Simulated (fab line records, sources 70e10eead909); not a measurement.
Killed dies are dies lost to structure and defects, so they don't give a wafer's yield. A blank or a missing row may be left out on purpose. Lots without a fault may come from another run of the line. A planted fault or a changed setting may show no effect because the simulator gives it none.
Which tool did it? | flow nand_harc | 11 lots, 33 wafers sampled, at 2 steps of a route of 1302

WHAT THE GAUGES READ, wafer by wafer
NHARC_A_ONON_D2_THK_MEAS_05: measures by ellipsometry.
lot  | measured     | on            | thk_nm (nm)
L075 | day 12 18:15 | film_metro-02 | 996 996 996
L077 | day 14 00:31 | film_metro-02 | 1003 1003 1002
L081 | day 14 19:12 | film_metro-02 | 980 983 981
L082 | day 15 21:11 | film_metro-01 | 1006 1004 1005
L085 | day 16 19:41 | film_metro-01 | 1015 1012 1013
L088 | day 18 06:55 | film_metro-01 | 994 994 995
L090 | day 19 04:50 | film_metro-02 | 1002 1001 1001
L091 | day 19 17:35 | film_metro-01 | 1019 1016 1019
L093 | day 20 11:55 | film_metro-02 | 986 984 985
L095 | day 21 07:56 | film_metro-01 | 1012 1013 1013
L097 | day 21 20:58 | film_metro-02 | 995 995 995

WHICH TOOL RAN EACH LOT (tool, then ch and the chambers of the sampled wafers, then the start)
lot  | NHARC_A_DECK1_JOINT_ETCHBACK_07
L075 | rie_si-01 ch 0,1, day 11 05:02
L077 | rie_si-03 ch 1,2,3, day 12 10:05
L081 | rie_si-01 ch 0,1, day 13 07:02
L082 | rie_si-03 ch 0,1, day 14 04:41
L085 | rie_si-03 ch 0,2,3, day 15 07:31
L088 | rie_si-03 ch 0,3, day 16 19:32
L090 | rie_si-05 ch 1,2, day 17 15:11
L091 | rie_si-05 ch 2,3, day 18 05:22
L093 | rie_si-03 ch 1,2, day 19 01:26
L095 | rie_si-05 ch 0,1,2, day 19 16:36
L097 | rie_si-01 ch 1,2,3, day 20 03:00
- NHARC_A_DECK1_JOINT_ETCHBACK_07: etches the open film in HBr, target depth 105 nm, time 26.9 s.

THE ANSWER, worked out from the rows above alone
Rule: what is usual is taken from the lots themselves. Put in order of their means at a reading, lots are off if they are a third of the lots or fewer, leave a main group of 4 or more, and stand apart from it by a gap of 3 or more times the standard deviation of the main group's means; of several such gaps the widest counts. A main group whose means are all the same, to the digits that the tables above print for the reading, isn't used. A lot without any number at a reading at which 4 lots or more have one is off too. The other lots that the step has rows for count as sound.
No lot is off at any reading shown: from this, nothing can be told.

WHAT THE SIMULATOR HAD PUT IN
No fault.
